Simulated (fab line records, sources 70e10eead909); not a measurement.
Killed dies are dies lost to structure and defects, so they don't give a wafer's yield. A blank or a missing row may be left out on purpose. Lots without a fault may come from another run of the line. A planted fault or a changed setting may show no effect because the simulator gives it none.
Which tool did it? | flow nand_harc | 12 lots, 36 wafers sampled, at 5 steps of a route of 1302

WHAT THE GAUGES READ, wafer by wafer
NHARC_P_M1_INSPECT_27.
lot  | measured     | on                | raw_defect_count
L282 | day 6 22:14  | defect_inspect-01 | 484 586 583
L283 | day 7 03:35  | defect_inspect-02 | 259 465 261
L284 | day 7 22:09  | defect_inspect-01 | 356 639 306
L285 | day 8 00:02  | defect_inspect-01 | 473 325 304
L288 | day 9 04:41  | defect_inspect-02 | 333 552 227
L290 | day 10 10:18 | defect_inspect-02 | 312 311 191
L291 | day 10 18:46 | defect_inspect-01 | 366 322 234
L294 | day 11 15:43 | defect_inspect-01 | 360 297 317
L293 | day 11 16:38 | defect_inspect-01 | 377 331 335
L302 | day 15 04:19 | defect_inspect-02 | 807 675 494
L303 | day 15 12:58 | defect_inspect-02 | 265 441 281
L304 | day 15 19:14 | defect_inspect-01 | 246 276 253

NHARC_END_SORT_01.
lot  | measured     | on        | defect_limited_yield (%) | killed_at_array | killed_at_other | killed_at_periphery | killed_dies | killed_open | killed_short | sort_bin_2_pct (%) | sort_bin_3_pct (%) | sort_bin_4_pct (%) | sort_n_pass | sort_rim_yield_pct (%) | sort_yield_pct (%)
L288 | day 27 07:18 | prober-02 | 95 95 93                 | 33 33 44        | 0 2 0           | 3 0 1               | 36 35 45    | 1 2 5       | 5 2 1        | 1.9 1.3 2.4        | 0.1 0 0.3          | 3.2 3.8 4.0        | 641 642 632 | 92 92 92               | 95 95 93
L290 | day 28 11:56 | prober-02 | 92 93 92                 | 55 49 55        | 0 0 0           | 1 1 2               | 56 50 57    | 5 3 6       | 2 3 3        | 3.1 2.4 3.5        | 0.3 0.7 0.4        | 4.9 4.3 4.4        | 621 627 620 | 98 92 93               | 92 93 92

WHICH TOOL RAN EACH LOT (tool, then ch and the chambers of the sampled wafers, then the start)
lot  | NHARC_P_M1_DEGAS_29          | NHARC_P_M2_ETCH_35                 | NHARC_P_M2_PVD_21
L282 | pvd_sputter-02, day 6 20:41  | rie_diel-02 ch 1,2,3, day 6 23:52  | pvd_sputter-01, no start
L283 | pvd_sputter-02, day 7 02:02  | rie_diel-08 ch 1,3, day 7 05:20    | pvd_sputter-01, no start
L284 | pvd_sputter-02, day 7 20:35  | rie_diel-08 ch 1,2,3, day 7 23:42  | pvd_sputter-02, no start
L285 | pvd_sputter-02, day 7 22:30  | rie_diel-09 ch 1,2,3, day 8 01:42  | pvd_sputter-01, no start
L288 | pvd_sputter-02, day 9 03:08  | rie_diel-09 ch 0,2,3, day 9 06:21  | pvd_sputter-02, day 27 07:18 or earlier
L290 | pvd_sputter-02, day 10 08:46 | rie_diel-09 ch 1,2, day 10 12:02   | pvd_sputter-02, day 28 11:56 or earlier
L291 | pvd_sputter-02, day 10 17:05 | rie_diel-09 ch 0,1, day 10 20:18   | pvd_sputter-02, no start
L294 | pvd_sputter-02, day 11 14:10 | rie_diel-09 ch 1,3, day 11 17:23   | pvd_sputter-01, no start
L293 | pvd_sputter-02, day 11 15:04 | rie_diel-09 ch 1,3, day 11 18:10   | pvd_sputter-02, no start
L302 | pvd_sputter-02, day 15 02:47 | rie_diel-08 ch 0,1, day 15 05:58   | pvd_sputter-01, no start
L303 | pvd_sputter-01, day 15 11:25 | rie_diel-02 ch 0,2,3, day 15 14:38 | pvd_sputter-02, no start
L304 | pvd_sputter-01, day 15 17:41 | rie_diel-02 ch 0,1, day 15 20:47   | pvd_sputter-01, no start
- NHARC_P_M1_DEGAS_29: time 60 s.
- NHARC_P_M2_ETCH_35: etches the open film in N2/H2, target depth 40 nm, overetch 12 nm, time 43.94 s.
- NHARC_P_M2_PVD_21: deposits Cu, target thk 30 nm, time 20.49 s.

WHAT THE TOOLS THEMSELVES READ (means of the sampled wafers that have a number; where no wafer has one, the mark that the record gives instead)
NHARC_P_M1_DEGAS_29.
lot  | tool           | heater_power_w (W)
L282 | pvd_sputter-02 | 302
L283 | pvd_sputter-02 | 307
L284 | pvd_sputter-02 | 298
L285 | pvd_sputter-02 | 306
L288 | pvd_sputter-02 | 309
L290 | pvd_sputter-02 | 306
L291 | pvd_sputter-02 | 303
L294 | pvd_sputter-02 | 307
L293 | pvd_sputter-02 | 303
L302 | pvd_sputter-02 | 314
L303 | pvd_sputter-01 | 332
L304 | pvd_sputter-01 | 322

NHARC_P_M2_ETCH_35.
lot  | tool        | bias_w (W) | drypump_motor_current_A (A) | oes_product_au (a.u.) | rf_vpp_V (V) | showerhead_plenum_p_Torr (Torr) | throttle_valve_pct (%)
L282 | rie_diel-02 | 150.1      | 5.3                         | 0.997                 | 432.8        | 2.11                            | 14.175
L283 | rie_diel-08 | 150.3      | 5.7                         | 0.998                 | 430.8        | 2.03                            | 14.165
L284 | rie_diel-08 | 150.4      | 5.5                         | 0.988                 | 428.1        | 1.97                            | 14.180
L285 | rie_diel-09 | 149.7      | 5.9                         | 1.002                 | 431.0        | 2.04                            | 14.169
L288 | rie_diel-09 | 150.2      | 5.6                         | 0.988                 | 429.1        | 1.98                            | 14.165
L290 | rie_diel-09 | 150.2      | 5.9                         | 1.005                 | 430.8        | 2.05                            | 14.173
L291 | rie_diel-09 | 150.1      | 5.5                         | 1.003                 | 430.7        | 2.06                            | 14.167
L294 | rie_diel-09 | 149.5      | 5.7                         | 0.874                 | 432.7        | 2.11                            | 14.171
L293 | rie_diel-09 | 149.6      | 5.7                         | 0.875                 | 432.7        | 2.12                            | 14.173
L302 | rie_diel-08 | 150.5      | 5.2                         | 0.995                 | 427.4        | 1.94                            | 14.170
L303 | rie_diel-02 | 149.9      | 5.1                         | 0.995                 | 433.3        | 2.13                            | 14.175
L304 | rie_diel-02 | 149.5      | 5.4                         | 0.991                 | 432.5        | 2.12                            | 14.176

NHARC_P_M2_PVD_21.
lot  | tool           | throttle_valve_pct (%)
L282 | pvd_sputter-01 | 29.9
L283 | pvd_sputter-01 | 29.0
L284 | pvd_sputter-02 | 29.6
L285 | pvd_sputter-01 | 29.1
L288 | pvd_sputter-02 | 29.4
L290 | pvd_sputter-02 | 29.5
L291 | pvd_sputter-02 | 29.5
L294 | pvd_sputter-01 | 30.2
L293 | pvd_sputter-02 | 29.3
L302 | pvd_sputter-01 | 31.7
L303 | pvd_sputter-02 | 29.7
L304 | pvd_sputter-01 | 30.2

THE ANSWER, worked out from the rows above alone
Rule: what is usual is taken from the lots themselves. Put in order of their means at a reading, lots are off if they are a third of the lots or fewer, leave a main group of 4 or more, and stand apart from it by a gap of 3 or more times the standard deviation of the main group's means; of several such gaps the widest counts. A main group whose means are all the same, to the digits that the tables above print for the reading, isn't used. A lot without any number at a reading at which 4 lots or more have one is off too. The other lots that the step has rows for count as sound. The gauges are gone through in route order, then the tools' own readings, and for those a lot's mean is taken as printed above. The first step at which some lot is off is used, and at that step the reading that is off furthest; a lot without a number counts as furthest.
Off: L294, L293, at NHARC_P_M2_ETCH_35 (oes_product_au). The main group: mean 0.996 a.u., standard deviation 0.0057.
A tool fits if, at that step or a process step before it, it ran every lot that is off, and no sound lot after the first of them. One fits: rie_diel-09 at NHARC_P_M2_ETCH_35. Its last sound lot is L291 (day 10 20:18), its first lot that is off L294 (day 11 17:23): a fault that began between those two fits.
The tool's own readings at NHARC_P_M2_ETCH_35 bear it out: on the lots that are off they differ by more than 5 times the standard deviation of the sound lots' means. oes_product_au reads 0.875 a.u. there against 0.996 a.u. on the sound lots.

WHAT THE SIMULATOR HAD PUT IN
Process parameter drift: rie_diel-09, from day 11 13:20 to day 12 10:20, at NHARC_P_M2_ETCH_35. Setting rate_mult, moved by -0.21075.
Lots struck among those shown: L294, L293. The rule above found the same.
